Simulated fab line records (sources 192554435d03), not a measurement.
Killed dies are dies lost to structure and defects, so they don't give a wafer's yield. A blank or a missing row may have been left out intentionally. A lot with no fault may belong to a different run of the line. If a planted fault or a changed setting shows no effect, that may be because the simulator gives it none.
fab line records -- flow n5Finfet -- part 1 of 2: steps 1 to 3 of 6
record: lots: 23, wafers: 69, lastDay: 17
route steps=1938 shown HKMG_FIN@405
lots untouched by any fault: they come from a run of this same line in which no faults occurred
startH: hours from the record's opening day to when the first of the lot's shown wafers began -- waitH: hours since the lot's step before -- " the same as in the row above -- L1.1+2: a single row standing in for several wafers -- - no value, or no start was given -- * or withheld: withheld -- < > ~ a bound
route shown NAME@n: NAME is a module with steps in the file, n the number in the route of the first one -- usual: mean/standard deviation taken from wafers without a fault -- same: alike in all rows -- chamber/n: place in a boat -- sites: per-site readings -- _std_site: how widely they spread, as a standard deviation -- _edge_site: inner sites' mean taken away from outer sites' mean -- radiusMm: how far each site lies from the wafer's centre -- mask NAME#n: copy n -- behind: tool/chamber where the wafer was last shaped -- hold: why the lot went on hold/how many hours it stayed there/how the hold came to an end -- device: the transistor (n, p or np) that didn't switch -- end of line: the same wafers' tests at the end of the route -- a step without rows: its recipe alone -- killed: dies lost to structure and defects at the first sort, not the wafer's yield -- map: per-die view of a wafer (x killed, . not killed, _ where there is no die)
set.NAME: the setting that was run; set.NAME@STEP: the one run at that earlier step -- model.NAME: the simulator's own value behind a step, which no gauge read
a sample of lots followed through the steps of the route, with each step as a table and each wafer as a row
services: from which hour (startH, from the record's first day; less than 0 if before it) a tool's chamber was out of use, for how many hours, and why
== steps ==
step: N5_HKMG_FIN_STRIP_57
recipe: chemistry: CF4, resist: SiARC, powerW: 300, biasPowerW: 75, pressureMtorr: 50, cf4FlowSccm: 150, rfFrequencyHz: 6e+07
usual: drypumpMotorCurrentA: 5.5/0.48, oesProductAu: 0.77/0.067, rfVppV: 271.0/1.7, showerheadPlenumPTorr: 1.78/0.062, throttleValvePct: 13.63/0.19
lot.wafer,tool,chamber,startH,waitH,drypumpMotorCurrentA,oesProductAu,rfHoursCounterH,rfVppV,showerheadPlenumPTorr,throttleValvePct
L074.1,rieDiel-04,2,71.63,0.0,6.3,0.89,23,269.7,1.76,13.58
L074.4,rieDiel-04,1,71.63,0.0,5.8,0.77,141,268.7,1.72,13.42
L074.6,rieDiel-04,2,71.63,0.0,6.3,0.89,-,269.7,1.76,13.57
L075.1,rieDiel-04,3,80.89,0.0,5.1,0.79,93,272.0,1.81,13.60
L075.4,rieDiel-04,3,80.89,0.0,5.1,0.79,-,270.2,1.81,13.62
L075.6,rieDiel-04,0,80.89,0.0,5.7,0.72,-,272.9,1.84,13.53
L076.2,rieDiel-04,0,84.05,0.0,5.8,0.72,182,274.0,1.84,13.53
L076.3,rieDiel-04,1,84.05,0.0,5.9,0.77,146,270.7,1.72,13.42
L076.4,rieDiel-04,0,84.05,0.0,5.8,0.72,-,272.2,1.84,13.55
L077.2,rieDiel-06,3,89.18,0.0,4.9,0.70,235,268.6,1.69,13.83
L077.3,rieDiel-06,1,89.18,0.0,5.6,0.74,160,270.8,1.80,13.86
L077.5,rieDiel-06,1,89.18,0.0,5.6,0.75,-,272.6,1.80,13.87
L078.1,rieDiel-04,3,95.43,0.0,5.1,0.78,99,272.4,1.81,13.64
L078.2,rieDiel-04,2,95.43,0.0,6.3,0.89,29,271.3,1.75,13.57
L078.3,rieDiel-04,1,95.43,0.0,5.8,0.76,150,268.9,1.72,13.44
L079.3,rieDiel-06,2,101.61,0.0,5.3,0.75,153,271.9,1.78,13.69
L079.4,rieDiel-06,3,101.61,0.0,4.9,0.69,239,268.0,1.69,13.83
L079.5,rieDiel-06,2,101.61,0.0,5.3,0.74,-,271.4,1.78,13.71
L080.2,rieDiel-04,1,108.43,0.0,5.8,0.75,156,270.0,1.72,13.45
L080.3,rieDiel-04,0,108.43,0.0,5.7,0.72,191,273.5,1.84,13.58
L080.6,rieDiel-04,3,108.43,0.0,5.1,0.78,-,272.5,1.81,13.63
L081.2,rieDiel-06,2,113.39,0.0,5.3,0.75,157,269.9,1.78,13.72
L081.3,rieDiel-06,1,113.39,0.0,5.6,0.74,168,271.4,1.79,13.88
L081.4,rieDiel-06,0,113.39,0.0,4.8,0.77,130,269.9,1.72,13.52
L082.1,rieDiel-06,2,120.94,0.0,5.3,0.74,160,273.5,1.78,13.72
L082.4,rieDiel-06,3,120.94,0.0,4.9,0.69,246,268.6,1.69,13.84
L082.5,rieDiel-06,2,120.94,0.0,5.3,0.74,-,271.9,1.78,13.73
L083.1,rieDiel-04,1,126.58,0.0,5.9,0.75,163,270.4,1.72,13.46
L083.5,rieDiel-04,0,126.58,0.0,5.7,0.70,-,272.2,1.84,13.58
L083.6,rieDiel-04,3,126.58,0.0,5.0,0.77,-,271.3,1.80,13.64
L084.1,rieDiel-06,3,134.01,0.0,4.9,0.69,251,268.1,1.68,13.85
L084.2,rieDiel-06,0,134.01,0.0,4.8,0.77,138,269.2,1.72,13.55
L084.4,rieDiel-06,0,134.01,0.0,4.8,0.77,-,269.5,1.72,13.53
L085.3,rieDiel-05,0,142.41,0.0,5.9,0.76,109,272.8,1.89,13.84
L085.4,rieDiel-05,3,142.41,0.0,6.4,0.70,221,270.1,1.71,13.73
L085.5,rieDiel-05,1,142.41,0.0,5.1,0.90,-,271.7,1.77,13.37
L086.1,rieDiel-04,0,146.31,0.0,5.8,0.70,204,271.7,1.84,13.59
L086.2,rieDiel-04,3,146.31,0.0,5.1,0.76,117,271.0,1.80,13.66
L086.4,rieDiel-04,2,146.31,0.0,6.3,0.86,47,270.4,1.75,13.63
L087.2,rieDiel-06,0,156.44,0.0,4.8,0.75,147,269.2,1.72,13.56
L087.4,rieDiel-06,2,156.44,0.0,5.3,0.73,-,269.5,1.78,13.76
L087.5,rieDiel-06,1,156.44,0.0,5.6,0.73,-,270.9,1.79,13.89
L088.3,rieDiel-06,2,157.93,0.0,5.3,0.73,176,271.1,1.78,13.76
L088.4,rieDiel-06,2,157.93,0.0,5.3,0.73,-,270.8,1.78,13.77
L088.5,rieDiel-06,0,157.93,0.0,4.8,0.76,-,271.1,1.72,13.55
L089.1,rieDiel-06,2,164.33,0.0,5.3,0.73,180,271.4,1.78,13.76
L089.2,rieDiel-06,0,164.33,0.0,4.8,0.76,152,270.8,1.72,13.57
L089.6,rieDiel-06,1,164.33,0.0,5.6,0.73,-,271.8,1.79,13.91
L090.1,rieDiel-05,1,171.49,0.0,5.1,0.88,36,269.8,1.76,13.41
L090.4,rieDiel-05,3,171.49,0.0,6.4,0.69,231,268.8,1.71,13.77
L090.5,rieDiel-05,1,171.49,0.0,5.1,0.88,-,269.4,1.77,13.41
L091.3,rieDiel-05,3,174.44,0.0,6.4,0.70,232,269.1,1.71,13.76
L091.4,rieDiel-05,1,174.44,0.0,5.1,0.89,37,269.7,1.76,13.41
L091.5,rieDiel-05,2,174.44,0.0,5.4,0.88,-,274.1,1.88,13.31
L093.3,rieDiel-05,3,193.90,0.0,6.4,0.68,238,268.6,1.71,13.77
L093.4,rieDiel-05,2,193.90,0.0,5.4,0.86,55,272.8,1.88,13.31
L093.6,rieDiel-05,3,193.90,0.0,6.4,0.69,-,267.3,1.71,13.78
L094.1,rieDiel-05,1,197.09,0.0,5.1,0.87,45,270.3,1.76,13.43
L094.4,rieDiel-05,2,197.09,0.0,5.4,0.86,56,272.3,1.88,13.30
L094.5,rieDiel-05,3,197.09,0.0,6.4,0.69,-,268.8,1.71,13.78
L095.1,rieDiel-05,0,199.20,0.0,5.9,0.75,129,273.9,1.88,13.90
L095.4,rieDiel-05,3,199.20,0.0,6.4,0.69,240,266.7,1.71,13.78
L095.6,rieDiel-05,2,199.20,0.0,5.4,0.86,-,273.1,1.88,13.28
L096.3,rieDiel-05,0,208.33,0.0,5.9,0.74,132,272.3,1.88,13.89
L096.5,rieDiel-05,2,208.33,0.0,5.4,0.86,-,272.9,1.88,13.33
L096.6,rieDiel-05,3,208.33,0.0,6.4,0.68,-,269.3,1.71,13.79
L097.1,rieDiel-06,0,212.86,0.0,4.8,0.74,169,269.7,1.71,13.60
L097.2,rieDiel-06,2,212.86,0.0,5.3,0.71,196,272.2,1.77,13.80
L097.5,rieDiel-06,3,212.86,0.0,4.9,0.93,-,274.6,1.89,13.30
step: N5_HKMG_FIN_ALD_36
recipe: material: TiN, targetThkA: 10, tempC: 400, aldPrecursorFamily: TiCl4, aldCoReactant: NH3, pulseTimeS: 1, purgeTimeS: 3, coReactantPurgeTimeS: 2, coReactantPulseTimeS: 2, aldCycles: 47, pressureTorr: 3
usual: heaterPowerOuterW: 564/55, heaterPowerW: 914/95, precursorPulseHeightRel: 1.000/0.019
same: aldCycles: 47, purgeTimeS: 3
lot.wafer,tool,chamber,startH,waitH,heaterPowerOuterW,heaterPowerW,precursorPulseHeightRel,sinceWetCleanH
L074.1,aldMetal-04,2,73.47,0.0,577,921,0.993,5890
L074.4,aldMetal-04,3,73.47,0.0,450,733,0.985,5890
L074.6,aldMetal-04,3,73.47,0.0,439,723,1.006,-
L075.1,aldMetal-02,0,82.84,0.0,553,956,0.989,1284
L075.4,aldMetal-02,3,82.84,0.0,561,909,0.992,1284
L075.6,aldMetal-02,0,82.84,0.0,544,963,0.980,-
L076.2,aldMetal-02,2,85.91,0.0,571,928,0.974,1287
L076.3,aldMetal-02,0,85.91,0.0,548,953,1.006,1287
L076.4,aldMetal-02,1,85.91,0.0,528,789,1.001,1287
L077.2,aldMetal-04,0,91.02,0.0,653,1056,0.999,5908
L077.3,aldMetal-04,2,91.02,0.0,558,972,0.981,5908
L077.5,aldMetal-04,2,91.02,0.0,566,976,1.003,-
L078.1,aldMetal-04,3,97.28,0.0,444,726,0.993,5914
L078.2,aldMetal-04,2,97.28,0.0,573,956,0.971,5914
L078.3,aldMetal-04,1,97.28,0.0,621,988,1.000,5914
L079.3,aldMetal-01,2,103.45,0.0,505,803,1.018,2843
L079.4,aldMetal-01,3,103.45,0.0,613,1008,0.981,2843
L079.5,aldMetal-01,2,103.45,0.0,493,802,1.019,-
L080.2,aldMetal-02,0,110.40,0.0,555,946,0.970,1312
L080.3,aldMetal-02,1,110.40,0.0,533,809,1.018,1312
L080.6,aldMetal-02,0,110.40,0.0,548,958,1.001,-
L081.2,aldMetal-01,0,115.31,0.0,508,865,0.996,2855
L081.3,aldMetal-01,2,115.31,0.0,503,799,1.010,2855
L081.4,aldMetal-01,1,115.31,0.0,586,964,1.015,2855
L082.1,aldMetal-02,3,122.82,0.0,559,893,1.005,1324
L082.4,aldMetal-02,1,122.82,0.0,538,809,0.988,1324
L082.5,aldMetal-02,2,122.82,0.0,590,911,0.996,-
L083.1,aldMetal-04,0,128.56,0.0,641,1076,1.019,5945
L083.5,aldMetal-04,2,128.56,0.0,559,961,0.991,-
L083.6,aldMetal-04,1,128.56,0.0,597,996,1.000,-
L084.1,aldMetal-04,0,135.86,0.0,672,1081,1.003,5953
L084.2,aldMetal-04,1,135.86,0.0,602,1001,0.993,5953
L084.4,aldMetal-04,2,135.86,0.0,561,926,0.994,5953
L085.3,aldMetal-01,3,144.57,0.2,621,1016,0.993,2884
L085.4,aldMetal-01,3,144.57,0.2,617,1016,1.008,-
L085.5,aldMetal-01,0,144.57,0.2,516,891,0.991,-
L086.1,aldMetal-02,0,148.25,0.1,536,948,1.009,1350
L086.2,aldMetal-02,2,148.25,0.1,577,949,1.004,1350
L086.4,aldMetal-02,1,148.25,0.1,538,799,1.007,1350
L087.2,aldMetal-01,1,158.30,0.0,592,980,0.981,2898
L087.4,aldMetal-01,3,158.30,0.0,647,1014,0.995,2898
L087.5,aldMetal-01,2,158.30,0.0,490,806,0.947,-
L088.3,aldMetal-01,1,159.79,0.0,591,949,1.005,2900
L088.4,aldMetal-01,0,159.79,0.0,521,869,0.961,2900
L088.5,aldMetal-01,1,159.79,0.0,606,984,1.015,-
L089.1,aldMetal-04,1,166.27,0.0,621,1002,1.037,5983
L089.2,aldMetal-04,3,166.27,0.0,460,739,0.990,5983
L089.6,aldMetal-04,2,166.27,0.0,572,955,1.030,-
L090.1,aldMetal-02,1,173.35,0.0,535,794,0.986,1375
L090.4,aldMetal-02,0,173.35,0.0,546,939,0.998,1375
L090.5,aldMetal-02,3,173.35,0.0,581,907,0.973,-
L091.3,aldMetal-04,2,176.37,0.0,582,985,1.005,5993
L091.4,aldMetal-04,0,176.37,0.0,651,1058,1.000,-
L091.5,aldMetal-04,2,176.37,0.0,550,970,0.986,-
L093.3,aldMetal-04,2,195.95,0.0,564,965,1.042,6013
L093.4,aldMetal-04,2,195.95,0.0,566,981,0.985,-
L093.6,aldMetal-04,3,195.95,0.0,455,738,0.989,-
L094.1,aldMetal-02,1,198.98,0.0,524,809,0.992,1400
L094.4,aldMetal-02,0,198.98,0.0,549,965,0.997,1400
L094.5,aldMetal-02,3,198.98,0.0,577,907,0.992,-
L095.1,aldMetal-02,0,201.20,0.0,544,969,1.018,1403
L095.4,aldMetal-02,2,201.20,0.0,579,935,0.974,1403
L095.6,aldMetal-02,3,201.20,0.0,575,878,0.982,-
L096.3,aldMetal-02,1,210.32,0.0,529,783,1.000,1412
L096.5,aldMetal-02,3,210.32,0.0,576,899,1.006,-
L096.6,aldMetal-02,2,210.32,0.0,573,907,1.012,-
L097.1,aldMetal-01,2,214.83,0.0,520,800,1.000,2955
L097.2,aldMetal-01,1,214.83,0.0,597,973,0.952,2955
L097.5,aldMetal-01,3,214.83,0.0,616,997,0.996,-
step: N5_HKMG_FIN_ETCH_31
recipe: chemistry: CF4, target: SiARC, targetDepthA: 455, maskMaterial: CAR-ArF, timeS: 75.8, ionEnergyEv: 80, pressureMtorr: 40, sourceW: 545, biasW: 36, Ar_flow_sccm: 100, cf4FlowSccm: 100, ends: cleared
usual: drypumpMotorCurrentA: 5.5/0.48, etchRfOnTimeS: 75.7/2.1, oesProductAu: 0.67/0.069, rfVppV: 184.1/1.4, showerheadPlenumPTorr: 2.14/0.08, throttleValvePct: 15.66/0.21
lot.wafer,tool,chamber,startH,waitH,drypumpMotorCurrentA,etchRfOnTimeS,oesProductAu,rfHoursCounterH,rfVppV,showerheadPlenumPTorr,throttleValvePct
L074.1,rieDiel-06,1,75.04,0.0,5.6,73.9,0.65,155,183.0,2.15,15.91
L074.4,rieDiel-06,2,75.04,0.0,5.3,74.1,0.66,143,184.4,2.13,15.71
L074.6,rieDiel-06,1,75.04,0.0,5.6,74.4,0.65,-,184.4,2.15,15.91
L075.1,rieDiel-06,3,84.38,0.0,4.9,75.0,0.60,233,181.7,2.03,15.87
L075.4,rieDiel-06,1,84.38,0.0,5.6,73.5,0.65,158,184.0,2.15,15.91
L075.6,rieDiel-06,2,84.38,0.0,5.3,72.4,0.67,-,183.6,2.13,15.70
L076.2,rieDiel-06,2,87.19,0.0,5.3,73.8,0.66,147,184.4,2.13,15.71
L076.3,rieDiel-06,3,87.19,0.0,4.9,76.1,0.60,234,183.0,2.03,15.87
L076.4,rieDiel-06,1,87.19,0.0,5.6,73.5,0.65,159,184.2,2.15,15.90
L077.2,rieDiel-05,2,92.34,0.0,5.4,79.2,0.77,19,185.3,2.25,15.25
L077.3,rieDiel-05,1,92.34,0.0,5.1,75.5,0.82,6,182.5,2.12,15.40
L077.5,rieDiel-05,2,92.34,0.0,5.4,78.9,0.78,-,187.4,2.25,15.25
L078.1,rieDiel-05,2,98.74,0.0,5.3,79.3,0.77,22,186.7,2.25,15.25
L078.2,rieDiel-05,0,98.74,0.0,5.9,74.7,0.68,96,185.7,2.26,15.89
L078.3,rieDiel-05,1,98.74,0.0,5.1,75.7,0.81,10,182.8,2.12,15.41
L079.3,rieDiel-06,1,104.74,0.0,5.6,73.8,0.64,165,184.2,2.14,15.92
L079.4,rieDiel-06,0,104.74,0.0,4.8,74.9,0.66,127,183.7,2.07,15.59
L079.5,rieDiel-06,1,104.74,0.0,5.6,73.9,0.64,-,185.6,2.14,15.92
L080.2,rieDiel-06,1,111.56,0.0,5.6,73.8,0.65,167,184.2,2.14,15.93
L080.3,rieDiel-06,3,111.56,0.0,4.8,75.8,0.60,242,183.3,2.03,15.90
L080.6,rieDiel-06,3,111.56,0.0,4.9,76.5,0.60,-,183.7,2.03,15.88
L081.2,rieDiel-04,0,116.58,0.0,5.7,78.8,0.59,195,185.1,2.21,15.61
L081.3,rieDiel-04,3,116.58,0.0,5.1,73.6,0.67,106,183.6,2.16,15.71
L081.4,rieDiel-04,2,116.58,0.0,6.3,73.5,0.77,36,184.4,2.10,15.72
L082.1,rieDiel-06,3,124.09,0.0,4.9,75.7,0.60,247,181.5,2.03,15.91
L082.4,rieDiel-06,0,124.09,0.0,4.8,75.9,0.65,134,183.3,2.07,15.59
L082.5,rieDiel-06,2,124.09,0.0,5.3,74.0,0.64,-,184.2,2.13,15.74
L083.1,rieDiel-05,2,129.71,0.0,5.4,77.7,0.76,31,185.2,2.25,15.26
L083.5,rieDiel-05,0,129.71,0.0,5.9,73.8,0.67,-,186.2,2.26,15.91
L083.6,rieDiel-05,1,129.71,0.0,5.1,75.7,0.79,-,183.4,2.11,15.44
L084.1,rieDiel-06,3,137.14,0.0,4.8,75.8,0.59,253,182.1,2.02,15.92
L084.2,rieDiel-06,2,137.14,0.0,5.3,74.7,0.64,168,183.4,2.13,15.77
L084.4,rieDiel-06,2,137.14,0.0,5.3,75.0,0.64,-,185.0,2.12,15.75
L085.3,rieDiel-05,3,145.94,0.0,6.4,77.8,0.59,222,182.8,2.04,15.72
L085.4,rieDiel-05,0,145.94,0.0,5.8,73.0,0.67,111,185.5,2.26,15.93
L085.5,rieDiel-05,0,145.94,0.0,5.9,73.2,0.68,-,185.2,2.26,15.92
L086.1,rieDiel-04,2,149.51,0.0,6.3,72.8,0.75,49,183.6,2.10,15.74
L086.2,rieDiel-04,0,149.51,0.0,5.7,78.6,0.59,206,185.3,2.20,15.63
L086.4,rieDiel-04,3,149.51,0.0,5.0,74.9,0.67,118,184.9,2.16,15.73
L087.2,rieDiel-05,1,159.45,0.0,5.1,76.4,0.76,31,184.3,2.11,15.44
L087.4,rieDiel-05,3,159.45,0.0,6.4,78.5,0.58,227,183.4,2.04,15.73
L087.5,rieDiel-05,2,159.45,0.0,5.4,78.6,0.74,-,186.5,2.25,15.28
L088.3,rieDiel-04,3,161.31,0.0,5.1,75.6,0.66,121,186.5,2.16,15.74
L088.4,rieDiel-04,2,161.31,0.0,6.3,73.9,0.74,53,183.7,2.10,15.76
L088.5,rieDiel-04,0,161.31,0.0,5.7,79.2,0.58,-,184.5,2.20,15.63
L089.1,rieDiel-05,2,167.54,0.0,5.4,77.8,0.75,45,186.0,2.25,15.31
L089.2,rieDiel-05,1,167.54,0.0,5.1,76.7,0.75,34,183.8,2.11,15.46
L089.6,rieDiel-05,2,167.54,0.0,5.3,77.8,0.75,-,184.8,2.25,15.29
L090.1,rieDiel-06,0,175.08,0.0,4.8,75.0,0.64,156,183.8,2.06,15.62
L090.4,rieDiel-06,3,175.08,0.0,4.9,72.2,0.87,1,185.3,2.28,15.41
L090.5,rieDiel-06,1,175.08,0.0,5.6,73.9,0.64,-,182.9,2.14,15.95
L091.3,rieDiel-06,3,177.71,0.0,4.8,71.8,0.87,2,186.2,2.28,15.43
L091.4,rieDiel-06,1,177.71,0.0,5.6,73.2,0.64,187,185.8,2.14,15.94
L091.5,rieDiel-06,0,177.71,0.0,4.8,74.6,0.64,-,183.8,2.06,15.65
L093.3,rieDiel-04,0,197.22,0.0,5.8,78.2,0.58,220,184.0,2.20,15.65
L093.4,rieDiel-04,1,197.22,0.0,5.9,77.7,0.63,184,182.2,2.03,15.46
L093.6,rieDiel-04,2,197.22,0.0,6.3,73.4,0.73,-,183.9,2.09,15.74
L094.1,rieDiel-05,2,200.43,0.0,5.4,79.7,0.72,58,186.8,2.24,15.32
L094.4,rieDiel-05,0,200.43,0.0,5.9,74.3,0.65,130,185.5,2.25,15.95
L094.5,rieDiel-05,0,200.43,0.0,5.9,73.5,0.66,-,184.3,2.25,15.97
L095.1,rieDiel-05,2,202.90,0.0,5.4,77.4,0.73,59,185.1,2.24,15.32
L095.4,rieDiel-05,1,202.90,0.0,5.1,75.7,0.75,48,183.5,2.10,15.52
L095.6,rieDiel-05,2,202.90,0.0,5.4,77.8,0.73,-,185.6,2.24,15.32
L096.3,rieDiel-05,1,211.60,0.0,5.1,77.6,0.73,51,184.1,2.10,15.49
L096.5,rieDiel-05,3,211.60,0.0,6.4,80.4,0.56,-,181.6,2.03,15.77
L096.6,rieDiel-05,0,211.60,0.0,5.8,73.6,0.65,-,185.7,2.25,15.95
L097.1,rieDiel-04,0,215.98,0.0,5.7,79.4,0.58,226,185.1,2.20,15.68
L097.2,rieDiel-04,2,215.98,0.0,6.3,74.2,0.72,68,184.6,2.09,15.77
L097.5,rieDiel-04,1,215.98,0.0,5.9,77.2,0.63,-,182.6,2.03,15.48
